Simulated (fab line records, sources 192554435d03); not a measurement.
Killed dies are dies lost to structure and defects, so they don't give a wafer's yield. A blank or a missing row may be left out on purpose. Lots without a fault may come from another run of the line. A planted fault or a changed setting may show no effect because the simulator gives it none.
Chamber matching | flow n5_finfet | N5_BEOL_M6_CURE_74 on uv_cure-01: 3 sister chambers
The step cures SiCOH lowk, time 240 s. 6 wafers are shown with their chamber, then 10 later ones without.

WAFERS WITH THEIR CHAMBER
wafer  | chamber | lamp_power_pct (%) | wafer_temp_C_max
L081.3 | 0       | 52.28              | 386.9
L081.6 | 0       | 52.33              | 386.7
L086.4 | 2       | 52.30              | 386.8
L086.5 | 2       | 52.26              | 386.5
L087.1 | 1       | 52.32              | 386.7
L087.5 | 1       | 52.30              | 387.2

WAFERS WITHOUT THEIR CHAMBER
wafer  | lamp_power_pct (%) | wafer_temp_C_max
L087.6 | 52.26              | 386.6
L093.2 | 52.26              | 387.4
L093.3 | 52.41              | 386.9
L093.6 | 52.33              | 387.3
L096.1 | 52.35              | 386.4
L096.4 | 52.34              | 387.5
L096.6 | 52.30              | 387.3
L097.3 | 52.20              | 387.3
L097.4 | 52.15              | 387.0
L097.6 | 52.28              | 386.4

WHICH CHAMBER EACH WENT THROUGH
wafer  | from the rows above          | in truth
L087.6 | can't be placed: 2 or 0 or 1 | 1
L093.2 | can't be placed: 1 or 0 or 2 | 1
L093.3 | can't be placed: 1 or 0 or 2 | 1
L093.6 | can't be placed: 1 or 0 or 2 | 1
L096.1 | can't be placed: 0 or 1 or 2 | 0
L096.4 | can't be placed: 1 or 0 or 2 | 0
L096.6 | can't be placed: 1 or 0 or 2 | 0
L097.3 | can't be placed: 2 or 1 or 0 | 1
L097.4 | can't be placed: 2 or 0 or 1 | 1
L097.6 | can't be placed: 2 or 0 or 1 | 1
Placed correctly: 0 of 10. Can't be placed from these rows: 10 (the true chamber is among the candidates in 10). Placed wrongly: 0.
How it was worked out, from the rows above alone: a wafer's distance from a chamber is the root of the sum, over the readings, of the square of ((its reading less the chamber's mean) divided by the reading's scatter). The wafer belongs to the nearest chamber; if the next one is less than 2 further off, it can't be placed. A chamber's mean is the mean of its shown wafers. The scatter: the root of (the sum of the squares of (reading less its chamber's mean) over the shown wafers, divided by (wafers less chambers)).
